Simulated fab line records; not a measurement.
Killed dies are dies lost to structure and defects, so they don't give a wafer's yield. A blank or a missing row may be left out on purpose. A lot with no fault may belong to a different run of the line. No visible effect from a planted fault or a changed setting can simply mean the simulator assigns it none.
fab line records + flow nand-harc
record:
- lots: 5
- wafers: 15
- last-day: 30
route steps=1302 shown P_M1@313 P_M2@318 END@1302
lots untouched by any fault: they come from a run of this same line in which no faults occurred
start-h: start of the lot's first displayed wafer, in hours after the record's first day + wait-h: hours from the lot's prior step to this one + " as in the row above + L1.1+2: a row that stands for several wafers + - no value present, or no start provided + * or withheld: withheld + < > ~ a bound
route shown NAME@n: NAME is a module with steps in the file, n the number in the route of the first one + usual: mean and standard deviation over wafers with no fault + same: alike in all rows + chamber/n: place in a boat + sites: each site's reading + _std_site: standard deviation of those values + _edge_site: mean of outer sites minus mean of inner sites + radius-mm: for every site, how far away it sits from the centre of the wafer + mask NAME#n: copy n + behind: the most recent tool/chamber to have shaped the wafer + hold: cause of the lot's hold/its duration in hours/its outcome + device: transistor that didn't switch, given as n, p or np + end of line: at the end of the route, the tests of the same wafers + a step with no rows: only its recipe + killed: the dies lost at the first sort to structure and to defects; this is not the yield of the wafer + map: dies across one wafer; x = killed, . = not, _ = none there
set.NAME: setting as actually run; set.NAME@STEP: the setting as run at that earlier step + model.NAME: the simulator's own value behind a step, which no gauge read
lots at some steps of the route; a table a step, a row a wafer
services: a tool's chamber out of use, with start hour (start-h, from the record's first day; less than 0 if before it), hours out, and reason
== steps ==
step: NHARC_P_M1_SRD_25
step: NHARC_P_M1_PRE_CLEAN_32
recipe:
- time-s: 12
- temp-c: 370
- rf-power-w: 300
- gas: NH3
step: NHARC_P_M1_DEP_33
recipe:
- target-thk-a: 300
- temp-c: 370
- target-thk-nm: 30
- pressure-torr: 3
- flow-sccm: 200
- rf-w: 450
- material: SiCN
step: NHARC_P_M2_DEP_00
recipe:
- target-thk-a: 1825
- target-thk-nm: 182.5
- temp-c: withheld
- pressure-torr: 5
- flow-sccm: 200
- rf-w: 600
- material: SiOC
step: NHARC_P_M2_DEHYDRATE_01
recipe:
- temp-c: 150
- time-s: 120
step: NHARC_P_M2_HMDS_02
recipe:
- time-s: 30
step: NHARC_P_M2_COAT_34
recipe:
- temp-c: 200
- time-s: 65
step: NHARC_P_M2_COAT_03
recipe:
- spin-rpm: 1500
- resist-thk-nm: 90
step: NHARC_P_M2_SOFTBAKE_04
recipe:
- temp-c: 105
- time-s: 55
step: NHARC_P_M2_EBR_05
step: NHARC_P_M2_EXPOSE_06
recipe:
- na: 1.35
- target-cd-nm: 170
- dose-mj: 80.78
- mask-id: P_M2
usual:
- exposure-dose-mJ-cm2: 80.77/0.075
- reticle-temp-C: 23.02/0.11
| lot.wafer | tool            | chamber | start-h | wait-h | mask   | exposure-dose-mJ-cm2 | reticle-temp-C |
|-----------|-----------------|---------|---------|--------|--------|----------------------|----------------|
| L710.1    | arfi-scanner-03 | 0       | 142.75  | -      | P_M2#0 | 80.71                | 23.15          |
| L710.4    | "               | 0       | "       | "      | P_M2#0 | 80.73                | 23.03          |
| L710.6    | "               | 0       | "       | "      | P_M2#0 | 80.71                | 22.91          |
| L717.2    | arfi-scanner-03 | 0       | 210.07  | -      | P_M2#0 | 76.74                | 22.97          |
| L717.4    | "               | 0       | "       | "      | P_M2#0 | 76.67                | 22.97          |
| L717.5    | "               | 0       | "       | "      | P_M2#0 | 76.79                | 23.06          |
| L718.1    | arfi-scanner-03 | 0       | 220.55  | -      | P_M2#0 | 77.59                | 23.04          |
| L718.2    | "               | 0       | "       | "      | P_M2#0 | 77.61                | 23.32          |
| L718.6    | "               | 0       | "       | "      | P_M2#0 | 77.61                | 23.09          |
| L721.3    | arfi-scanner-03 | 0       | 247.13  | -      | P_M2#0 | 78.08                | 22.92          |
| L721.4    | "               | 0       | "       | "      | P_M2#0 | 78.17                | 22.91          |
| L721.6    | "               | 0       | "       | "      | P_M2#0 | 78.14                | 23.10          |
| L725.2    | arfi-scanner-01 | 0       | 290.19  | -      | P_M2#0 | 80.93                | 23.11          |
| L725.3    | "               | 0       | "       | "      | P_M2#0 | 80.81                | 23.07          |
| L725.6    | "               | 0       | "       | "      | P_M2#0 | 80.80                | 23.07          |
step: NHARC_P_M2_PEB_07
recipe:
- peb-temp-c: 100
- peb-time-s: 65
step: NHARC_P_M2_DEVELOP_08
recipe:
- develop-time-s: 35
- dev-temp-c: 23
step: NHARC_P_M2_CD_MEAS_09
recipe:
- target-cd-nm: 170
- landing-energy-ev: 500
usual:
- cd-nm: 170.0/0.6
| lot.wafer | tool      | chamber | start-h | wait-h | cd-nm |
|-----------|-----------|---------|---------|--------|-------|
| L710.1    | cd-sem-03 | 0       | 142.89  | -      | 170.6 |
| L710.4    | "         | 0       | "       | "      | 171.4 |
| L710.6    | "         | 0       | "       | "      | 170.0 |
| L717.2    | cd-sem-03 | 0       | 210.21  | -      | 167.3 |
| L717.4    | "         | 0       | "       | "      | 167.3 |
| L717.5    | "         | 0       | "       | "      | 165.9 |
| L718.1    | cd-sem-01 | 0       | 220.69  | -      | 167.3 |
| L718.2    | "         | 0       | "       | "      | 167.4 |
| L718.6    | "         | 0       | "       | "      | 166.8 |
| L721.3    | cd-sem-03 | 0       | 247.27  | -      | 167.2 |
| L721.4    | "         | 0       | "       | "      | 166.9 |
| L721.6    | "         | 0       | "       | "      | 167.8 |
| L725.2    | cd-sem-02 | 0       | 290.32  | -      | 170.6 |
| L725.3    | "         | 0       | "       | "      | 170.1 |
| L725.6    | "         | 0       | "       | "      | 169.4 |
step: NHARC_P_M2_DESCUM_14
recipe:
- time-s: 3
- o2-flow-sccm: 200
- ar-flow-sccm: 0
- bias-power-w: 0
- chemistry: O2
usual:
- drypump-motor-current-A: 5.6/0.5
- oes-product-au: 1.000/0.0099
- rf-vpp-V: 58.0/0.85
- showerhead-plenum-p-Torr: 1.93/0.096
- throttle-valve-pct: 11.312/0.0093
| lot.wafer | tool        | chamber | start-h | wait-h | drypump-motor-current-A | oes-product-au | rf-hours-counter-h | rf-vpp-V | showerhead-plenum-p-Torr | throttle-valve-pct | model.P_M2.cd-nm |
|-----------|-------------|---------|---------|--------|-------------------------|----------------|--------------------|----------|--------------------------|--------------------|------------------|
| L710.4    | rie-diel-06 | 1       | 143.10  | 0.1    | 5.5                     | 0.999          | 0.0                | 58.3     | 1.78                     | 11.324             | 170.9            |
| L710.1    | "           | 2       | "       | "      | 5.3                     | 0.980          | 0.0                | 59.7     | 1.83                     | 11.314             | 170.3            |
| L710.6    | "           | 3       | "       | "      | 6.5                     | 1.009          | -                  | 58.7     | 1.79                     | 11.306             | 169.7            |
| L717.2    | rie-diel-03 | 1       | 210.40  | 0.1    | 5.1                     | 1.002          | 4.9                | 57.2     | 1.87                     | 11.301             | 166.6            |
| L717.4    | "           | 1       | "       | "      | 5.1                     | 0.997          | -                  | 58.0     | 1.87                     | 11.297             | 167.2            |
| L717.5    | "           | 2       | "       | "      | 5.2                     | 0.999          | -                  | 58.9     | 2.04                     | 11.311             | 166.7            |
| L718.2    | rie-diel-06 | 2       | 220.89  | 0.1    | 5.3                     | 0.989          | 4.2                | 59.0     | 1.83                     | 11.312             | 167              |
| L718.1    | "           | 0       | "       | "      | 5.6                     | 0.997          | 5.0                | 59.3     | 1.96                     | 11.307             | 167.9            |
| L718.6    | "           | 1       | "       | "      | 5.5                     | 0.999          | -                  | 57.0     | 1.78                     | 11.334             | 166.5            |
| L721.3    | rie-diel-06 | 3       | 247.45  | 0.1    | 6.6                     | 1.019          | 7.4                | 57.9     | 1.79                     | 11.303             | 167.3            |
| L721.4    | "           | 0       | "       | "      | 5.6                     | 1.000          | 7.5                | 58.4     | 1.96                     | 11.311             | 167.5            |
| L721.6    | "           | 3       | "       | "      | 6.6                     | 1.019          | -                  | 57.8     | 1.79                     | 11.311             | 167.8            |
| L725.3    | rie-diel-12 | 0       | 290.51  | 0.1    | 6.0                     | 0.992          | 0.6                | 58.0     | 1.98                     | 11.313             | 170.1            |
| L725.2    | "           | 2       | "       | "      | 5.7                     | 0.991          | 0.3                | 58.1     | 1.85                     | 11.303             | 170.4            |
| L725.6    | "           | 1       | "       | "      | 6.2                     | 1.009          | -                  | 58.2     | 2.04                     | 11.308             | 169.5            |
step: NHARC_P_M2_ETCH_35
recipe:
- target-depth-a: 400
- overetch-a: 120
- time-s: 43.94
- ion-energy-ev: 200
- n2-flow-sccm: 150
- h2-flow-sccm: 150
- ar-flow-sccm: 0
- rf-w: 400
- bias-w: 150
- chemistry: N2/H2
step: NHARC_P_M2_ETCH_15
recipe:
- target-depth-a: 1825
- time-s: 91.2
- c4f8-flow-sccm: withheld
- ar-flow-sccm: 400
- rf-w: 600
- bias-w: 300
- chemistry: C4F8/Ar
step: NHARC_P_M2_CD_MEAS_16
usual:
- cd-nm: 169.9/0.76
| lot.wafer | tool      | chamber | start-h | wait-h | cd-nm |
|-----------|-----------|---------|---------|--------|-------|
| L710.1    | cd-sem-03 | -       | 143.39  | -      | 171.0 |
| L710.4    | "         | -       | "       | "      | 170.7 |
| L710.6    | "         | -       | "       | "      | 169.7 |
| L717.2    | cd-sem-03 | -       | 210.74  | -      | 166.9 |
| L717.4    | "         | -       | "       | "      | 167.1 |
| L717.5    | "         | -       | "       | "      | 166.6 |
| L718.1    | cd-sem-02 | -       | 221.18  | -      | 167.7 |
| L718.2    | "         | -       | "       | "      | 166.9 |
| L718.6    | "         | -       | "       | "      | 166.5 |
| L721.3    | cd-sem-01 | -       | 247.76  | -      | 167.2 |
| L721.4    | "         | -       | "       | "      | 167.0 |
| L721.6    | "         | -       | "       | "      | 167.5 |
| L725.2    | cd-sem-01 | -       | 290.81  | -      | 170.8 |
| L725.3    | "         | -       | "       | "      | 170.8 |
| L725.6    | "         | -       | "       | "      | 170.2 |
step: NHARC_P_M2_STRIP_18
recipe:
- power-w: 1000
- n2-flow-sccm: 150
- h2-flow-sccm: 150
- ar-flow-sccm: 0
- bias-w: 0
- chemistry: N2/H2
step: NHARC_P_M2_ETCH_28
recipe:
- target-depth-a: 300
- over-etch-frac: 0.3
- time-s: 72.99
- ion-energy-ev: 150
- cf4-flow-sccm: 50
- n2-flow-sccm: 100
- ar-flow-sccm: 150
- rf-w: 300
- bias-w: 100
- chemistry: CF4/N2
usual:
- drypump-motor-current-A: 5.5/0.5
- oes-product-au: 0.999/0.01
- rf-fwd-power-W: 297.7/1.1
- rf-vpp-V: 314.5/2.1
- showerhead-plenum-p-Torr: 2.65/0.12
- throttle-valve-pct: 19.794/0.0084
| lot.wafer | tool        | chamber | start-h | wait-h | drypump-motor-current-A | oes-product-au | rf-fwd-power-W | rf-hours-counter-h | rf-vpp-V | showerhead-plenum-p-Torr | throttle-valve-pct | model.P_M2.cd-nm |
|-----------|-------------|---------|---------|--------|-------------------------|----------------|----------------|--------------------|----------|--------------------------|--------------------|------------------|
| L710.1    | rie-diel-12 | 2       | -       | -      | 5.7                     | 1.002          | 298.5          | 3                  | 312.9    | 2.55                     | 19.804             | 171.1            |
| L710.4    | "           | 3       | "       | "      | 5.0                     | 1.009          | 298.4          | -                  | 316.6    | 2.76                     | 19.789             | 170.9            |
| L710.6    | "           | 1       | "       | "      | 6.3                     | 1.005          | 296.8          | -                  | 316.8    | 2.79                     | 19.790             | 168.1            |
| L717.2    | rie-diel-12 | 2       | -       | -      | 5.8                     | 0.993          | 298.5          | 6                  | 312.7    | 2.55                     | 19.796             | 167.6            |
| L717.4    | "           | 3       | "       | "      | 5.0                     | 1.000          | 297.1          | 6                  | 316.2    | 2.76                     | 19.803             | 166.4            |
| L717.5    | "           | 2       | "       | "      | 5.7                     | 0.990          | 296.2          | -                  | 313.3    | 2.55                     | 19.803             | 166.1            |
| L718.1    | rie-diel-03 | 0       | -       | -      | 5.1                     | 0.997          | 297.9          | 6                  | 316.4    | 2.77                     | 19.787             | 167              |
| L718.2    | "           | 2       | "       | "      | 5.2                     | 1.000          | 298.6          | 6                  | 316.2    | 2.80                     | 19.789             | 167.7            |
| L718.6    | "           | 0       | "       | "      | 5.1                     | 0.999          | 299.4          | -                  | 316.4    | 2.77                     | 19.796             | 166.7            |
| L721.4    | rie-diel-12 | 3       | -       | -      | 5.0                     | 1.003          | 296.4          | 7                  | 316.5    | 2.76                     | 19.787             | 166.3            |
| L721.3    | "           | 0       | "       | "      | 6.0                     | 0.989          | 297.6          | 3                  | 314.3    | 2.71                     | 19.800             | 167.3            |
| L721.6    | "           | 2       | "       | "      | 5.7                     | 0.988          | 297.7          | -                  | 312.9    | 2.55                     | 19.792             | 167.9            |
| L725.3    | rie-diel-03 | 3       | -       | -      | 4.9                     | 0.985          | 297.7          | 8                  | 314.9    | 2.66                     | 19.798             | 169.7            |
| L725.2    | "           | 0       | "       | "      | 5.1                     | 0.985          | 296.6          | 10                 | 317.1    | 2.77                     | 19.777             | 170.9            |
| L725.6    | "           | 1       | "       | "      | 5.1                     | 0.988          | 296.3          | -                  | 313.4    | 2.56                     | 19.796             | 169.9            |
step: NHARC_P_M2_STRIP_19
recipe:
- time-s: 600
- temp-c: 30
- chemistry: post-etch-residue-remover
step: NHARC_END_SORT_01
recipe:
- temp-c: 25
usual:
- defect-limited-yield: 91.6/2.8
- killed-at-array: 53/19
- killed-at-other: 0.8/1.2
- killed-at-periphery: 3.7/2.3
- killed-dies: 57/19
- killed-open: 3.2/1.7
- killed-short: 2.6/1.8
- sort_bin_2_pct: 3.0/1.2
- sort_bin_3_pct: 0.7/0.4
- sort_bin_4_pct: 4.8/1.5
- sort-n-pass: 620/19
- sort-rim-yield-pct: 90/4.8
- sort-yield-pct: 91.6/2.8
same:
- gross-dies: 677
- sort_bin_5_pct[%]: 0
- sort_bin_6_pct[%]: 0
- sort_bin_7_pct[%]: 0
- sort_bin_8_pct[%]: 0
- sort-rim-n-gross: 106.00
| lot.wafer | tool      | chamber | start-h | wait-h | defect-limited-yield[%] | killed-at-array | killed-at-other | killed-at-periphery | killed-dies | killed-open | killed-short | sort_bin_2_pct[%] | sort_bin_3_pct[%] | sort_bin_4_pct[%] | sort-n-pass | sort-rim-yield-pct[%] | sort-yield-pct[%] |
|-----------|-----------|---------|---------|--------|-------------------------|-----------------|-----------------|---------------------|-------------|-------------|--------------|-------------------|-------------------|-------------------|-------------|-----------------------|-------------------|
| L710.1    | prober-02 | 0       | 579.71  | 2.5    | 91.1                    | 52              | 0               | 8                   | 60          | 4           | 3            | 3.7               | 0.9               | 4.3               | 617         | 86                    | 91.1              |
| L710.4    | prober-02 | 0       | 582.14  | 3.4    | 93.2                    | 41              | 0               | 5                   | 46          | 3           | 2            | 2.1               | 0.6               | 4.1               | 631         | 86                    | 93.2              |
| L710.6    | prober-02 | 0       | 583.76  | 4.0    | 92.0                    | 50              | 0               | 4                   | 54          | 1           | 1            | 2.1               | 0.3               | 5.6               | 623         | 90                    | 92.0              |
| L717.2    | prober-01 | 0       | 641.63  | 2.8    | 87.4                    | 77              | 1               | 7                   | 85          | 2           | 5            | 4.1               | 1.6               | 6.8               | 592         | 92                    | 87.4              |
| L717.4    | prober-01 | 0       | 643.21  | 3.4    | 88.2                    | 69              | 1               | 10                  | 80          | 5           | 6            | 4.7               | 0.4               | 6.6               | 597         | 82                    | 88.2              |
| L717.5    | prober-01 | 0       | 644.00  | 3.7    | 87.7                    | 75              | 2               | 6                   | 83          | 4           | 1            | 3.8               | 1.3               | 7.1               | 594         | 92                    | 87.7              |
| L718.1    | prober-01 | 0       | 662.17  | 2.5    | 94.5                    | 35              | 0               | 2                   | 37          | 4           | 3            | 1.5               | 0.6               | 3.4               | 640         | 91                    | 94.5              |
| L718.2    | prober-01 | 0       | 662.98  | 2.8    | 90.3                    | 60              | 2               | 4                   | 66          | 2           | 3            | 2.4               | 1.2               | 6.2               | 611         | 87                    | 90.3              |
| L718.6    | prober-01 | 0       | 666.22  | 4.1    | 89.8                    | 64              | 0               | 5                   | 69          | 5           | 4            | 4.1               | 0.4               | 5.6               | 608         | 91                    | 89.8              |
| L725.2    | prober-01 | 0       | 717.44  | 2.8    | 90.8                    | 58              | 0               | 4                   | 62          | 3           | 0            | 3.8               | 0.1               | 5.2               | 615         | 92                    | 90.8              |
| L725.3    | prober-01 | 0       | 718.24  | 3.1    | 90.7                    | 55              | 1               | 7                   | 63          | 9           | 1            | 4.0               | 0.4               | 4.9               | 614         | 88                    | 90.7              |
| L725.6    | prober-01 | 0       | 720.65  | 4.0    | 91.4                    | 53              | 3               | 2                   | 58          | 2           | 4            | 2.7               | 0.9               | 5.0               | 619         | 93                    | 91.4              |
killed by level:class
L710.1 A_CHANNEL_HOLE_D2:chamber-film-flake=20 A_CHANNEL_HOLE_D1:chamber-film-flake=19 A_STAIRCASE:chamber-film-flake=4 P_GATE:chamber-film-flake=3 A_DECK1_JOINT:geometric-particle:open=2 P_STI:chamber-film-flake=2 P_M2:chamber-film-flake=2 A_CHANNEL_FILL_D2:chamber-film-flake=2
L710.4 A_CHANNEL_HOLE_D2:chamber-film-flake=13 A_CHANNEL_HOLE_D1:chamber-film-flake=10 A_CONTACT:chamber-film-flake=9 A_STAIRCASE:chamber-film-flake=4 P_M2:chamber-film-flake=3 P_CONTACT:geometric-particle:open=1 A_CHANNEL_FILL_D1:geometric-particle:short=1 A_DECK1_JOINT:geometric-particle:short=1
L710.6 A_CHANNEL_HOLE_D1:chamber-film-flake=28 A_CHANNEL_HOLE_D2:chamber-film-flake=11 A_CONTACT:chamber-film-flake=4 A_STAIRCASE:chamber-film-flake=3 P_M2:chamber-film-flake=2 A_CHANNEL_FILL_D2:chamber-film-flake=2 A_CHANNEL_HOLE_D2:geometric-particle:short=1 A_SLIT:geometric-particle:open=1
L717.2 A_SLIT:chamber-film-flake=34 A_CHANNEL_HOLE_D1:chamber-film-flake=24 A_CHANNEL_HOLE_D2:chamber-film-flake=5 A_BONDPAD:chamber-film-flake=5 P_BONDPAD:chamber-film-flake=4 A_BLC:chamber-film-flake=2 P_CONTACT:geometric-particle:short=1 P_M0:geometric-particle:open=1
L717.4 A_SLIT:chamber-film-flake=30 A_CHANNEL_HOLE_D1:chamber-film-flake=17 A_CHANNEL_HOLE_D2:chamber-film-flake=8 A_DECK1_JOINT:chamber-film-flake=5 P_BONDPAD:chamber-film-flake=4 P_CONTACT:geometric-particle:open=2 A_CONTACT:geometric-particle:short=2 P_ZERO_WELL:chamber-film-flake=2
L717.5 A_CHANNEL_HOLE_D1:chamber-film-flake=28 A_SLIT:chamber-film-flake=25 A_CHANNEL_HOLE_D2:chamber-film-flake=9 A_ZERO_WELL:chamber-film-flake=3 P_BONDPAD:chamber-film-flake=2 A_DECK1_JOINT:chamber-film-flake=2 A_CONTACT:chamber-film-flake=2 THIN_TSV:chamber-film-flake=2
L718.1 A_CHANNEL_HOLE_D1:chamber-film-flake=14 A_CHANNEL_HOLE_D2:chamber-film-flake=9 P_BONDPAD:chamber-film-flake=2 A_CONTACT:chamber-film-flake=2 A_STAIRCASE:chamber-film-flake=2 A_SOURCE_PLATE:geometric-particle:open=1 A_CHANNEL_FILL_D1:geometric-particle:open=1 A_CHANNEL_FILL_D1:geometric-particle:short=1
L718.2 A_CHANNEL_HOLE_D1:chamber-film-flake=38 A_CHANNEL_HOLE_D2:chamber-film-flake=12 A_CONTACT:chamber-film-flake=4 P_GATE:chamber-film-flake=2 THIN_TSV:chamber-film-flake=2 P_M0:geometric-particle:open=1 A_CHANNEL_FILL_D2:geometric-particle:short=1 A_WL_FILL:geometric-particle:short=1
L718.6 A_CHANNEL_HOLE_D1:chamber-film-flake=35 A_CHANNEL_HOLE_D2:chamber-film-flake=17 P_BONDPAD:chamber-film-flake=3 A_CHANNEL_HOLE_D2:geometric-particle:short=2 A_CHANNEL_FILL_D2:geometric-particle:open=2 A_CONTACT:geometric-particle:open=2 A_DECK1_JOINT:chamber-film-flake=2 P_M0:geometric-particle:open=1
L725.2 A_SLIT:chamber-film-flake=32 A_CHANNEL_HOLE_D2:chamber-film-flake=12 A_CHANNEL_HOLE_D1:chamber-film-flake=10 P_M0:geometric-particle:open=1 P_M1:geometric-particle:open=1 A_ONON_D1:geometric-particle:open=1 P_STI:chamber-film-flake=1 P_M2:chamber-film-flake=1
L725.3 A_SLIT:chamber-film-flake=23 A_CHANNEL_HOLE_D2:chamber-film-flake=17 A_CHANNEL_HOLE_D1:chamber-film-flake=5 P_CONTACT:geometric-particle:open=2 P_M2:chamber-film-flake=2 A_DECK1_JOINT:chamber-film-flake=2 P_M0:geometric-particle:open=1 P_M1:geometric-particle:open=1
L725.6 A_SLIT:chamber-film-flake=18 A_CHANNEL_HOLE_D2:chamber-film-flake=17 A_CHANNEL_HOLE_D1:chamber-film-flake=5 A_ONON_D1:geometric-particle:short=3 A_M0:chamber-film-flake=3 A_CHANNEL_FILL_D2:geometric-particle:open=2 P_STI:chamber-film-flake=2 A_CONTACT:chamber-film-flake=2
== services ==
| tool            | chamber | start-h | hours | kind   |
|-----------------|---------|---------|-------|--------|
| rie-diel-12     | 0       | 124.91  | -     | clean  |
| rie-diel-12     | 1       | 124.91  | -     | clean  |
| rie-diel-12     | 2       | 124.91  | -     | clean  |
| rie-diel-12     | 3       | 124.91  | -     | clean  |
| rie-diel-03     | -       | 126.35  | 9.0   | pm     |
| rie-diel-12     | 3       | 128.45  | 1.8   | repair |
| rie-diel-06     | -       | 130.20  | 9.0   | pm     |
| rie-diel-12     | 2       | 144.19  | 3.2   | repair |
| rie-diel-12     | 0       | 149.41  | -     | clean  |
| rie-diel-12     | 1       | 149.41  | -     | clean  |
| rie-diel-12     | 2       | 149.41  | -     | clean  |
| rie-diel-03     | 3       | 153.56  | 9.8   | repair |
| rie-diel-06     | 0       | 158.18  | 2.5   | repair |
| rie-diel-06     | 2       | 173.26  | 16.1  | repair |
| rie-diel-06     | 0       | 181.63  | 3.9   | repair |
| arfi-scanner-03 | -       | 196.00  | 4.0   | pm     |
| rie-diel-03     | 3       | 201.22  | 13.0  | repair |
| arfi-scanner-03 | -       | 208.47  | 0.2   | repair |
| rie-diel-06     | 3       | 213.73  | 5.2   | repair |
| rie-diel-12     | 0       | 225.00  | 9.4   | repair |
| arfi-scanner-01 | -       | 229.43  | 0.4   | repair |
| arfi-scanner-01 | -       | 252.00  | 4.0   | pm     |
| rie-diel-12     | -       | 268.41  | 9.0   | pm     |
| rie-diel-03     | 2       | 273.95  | 14.5  | repair |
== key ==
first-sign:
- step: NHARC_P_M2_EXPOSE_06
- reading: exposure-dose-mJ-cm2
- direction: down
- sigmas: 44
- usual: 80.77
- struck: 77.49
effect:
- step: NHARC_P_M2_CD_MEAS_09
- reading: cd-nm
- direction: down
- sigmas: 4.8
- usual: 170.0
- struck: 167.1
- through: control-loop
effect:
- step: NHARC_P_M2_CD_MEAS_16
- reading: cd-nm
- direction: down
- sigmas: 3.7
- usual: 169.9
- struck: 167.0
- through: control-loop
model-effect:
- step: NHARC_P_M2_DESCUM_14
- value: P_M2.cd-nm
- without: 169.6
- struck: 167.2
model-effect:
- step: NHARC_P_M2_ETCH_28
- value: P_M2.cd-nm
- without: 169.4
- struck: 167
met-at NHARC_P_M2_EXPOSE_06
struck-wafers L717.2,L717.4,L717.5,L718.1,L718.2,L718.6,L721.3,L721.4,L721.6
loop-trim:
- step: NHARC_P_M2_EXPOSE_06
- setting: dose
- lots: L718,L721
onset-between 142.75 210.07
fault:
- kind: process-parameter-drift
- tool: arfi-scanner-03
- chamber: -
- onset-h: 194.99
- steps: NHARC_P_M2_EXPOSE_06
- channel: dose-mj
- offset: -3.9714
- shape: step
- acts-in: these-recipes-only
- stated: 80.78
loop-trim: a control loop set the setting to another value than it would have without faults
